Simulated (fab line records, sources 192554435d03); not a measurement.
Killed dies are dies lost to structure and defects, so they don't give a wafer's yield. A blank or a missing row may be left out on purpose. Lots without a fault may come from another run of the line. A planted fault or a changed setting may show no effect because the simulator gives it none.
Chamber matching | flow n5_finfet | N5_BEOL_M4_PECVD_72 on pecvd-04: 3 sister chambers
The step deposits SiO2 from TEOS/O2, target thk 16 nm, time 18 s. 18 wafers are shown with their chamber, then 9 later ones without.

WAFERS WITH THEIR CHAMBER
wafer  | chamber | throttle_valve_pct (%) | showerhead_plenum_p_Torr (Torr) | heater_power_w (W)
L074.1 | 1       | 24.2                   | 8.68                            | 614
L074.5 | 0       | 22.9                   | 8.83                            | 548
L074.6 | 1       | 24.1                   | 8.70                            | 631
L075.1 | 1       | 24.1                   | 8.69                            | 626
L075.2 | 0       | 22.8                   | 8.80                            | 614
L075.4 | 1       | 24.1                   | 8.69                            | 632
L076.4 | 0       | 22.9                   | 8.80                            | 577
L076.5 | 2       | 22.5                   | 8.87                            | 728
L076.6 | 1       | 24.2                   | 8.71                            | 632
L079.4 | 1       | 23.9                   | 8.72                            | 571
L079.5 | 2       | 22.7                   | 8.88                            | 701
L079.6 | 0       | 23.0                   | 8.81                            | 542
L080.1 | 0       | 22.8                   | 8.78                            | 635
L080.3 | 2       | 22.6                   | 8.85                            | 642
L080.4 | 0       | 23.0                   | 8.80                            | 635
L084.1 | 1       | 24.2                   | 8.68                            | 636
L084.2 | 2       | 22.4                   | 8.87                            | 669
L084.4 | 1       | 24.1                   | 8.68                            | 630

SIGNATURES (means of the wafers above)
reading                  | chamber 0 | chamber 1 | chamber 2 | scatter within a chamber
throttle_valve_pct       | 22.900    | 24.113    | 22.550    | 0.103
showerhead_plenum_p_Torr | 8.8033    | 8.6937    | 8.8675    | 0.015
heater_power_w           | 591.83    | 621.50    | 685.00    | 32.9
Rule: a wafer's distance from a chamber is the root of the sum, over the readings, of the square of ((its reading less the chamber's mean) divided by the reading's scatter). The wafer belongs to the nearest chamber; if the next one is less than 2 further off, it can't be placed. The scatter: the root of (the sum of the squares of (reading less its chamber's mean) over the shown wafers, divided by (wafers less chambers)).

WAFERS WITHOUT THEIR CHAMBER
wafer  | throttle_valve_pct (%) | showerhead_plenum_p_Torr (Torr) | heater_power_w (W)
L085.1 | 22.9                   | 8.83                            | 575
L085.2 | 24.4                   | 8.70                            | 678
L085.4 | 23.0                   | 8.80                            | 581
L095.2 | 24.2                   | 8.67                            | 656
L095.3 | 23.0                   | 8.81                            | 509
L095.6 | 22.6                   | 8.87                            | 603
L096.1 | 22.8                   | 8.86                            | 668
L096.3 | 23.0                   | 8.81                            | 580
L096.5 | 24.1                   | 8.71                            | 687

WHICH CHAMBER EACH WENT THROUGH
wafer  | from the rows above     | in truth
L085.1 | 0                       | 0
L085.2 | 1                       | 1
L085.4 | 0                       | 0
L095.2 | 1                       | 1
L095.3 | 0                       | 0
L095.6 | 2                       | 2
L096.1 | can't be placed: 2 or 0 | 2
L096.3 | 0                       | 0
L096.5 | 1                       | 1
Placed correctly: 8 of 9. Can't be placed from these rows: 1 (the true chamber is among the candidates in 1). Placed wrongly: 0.
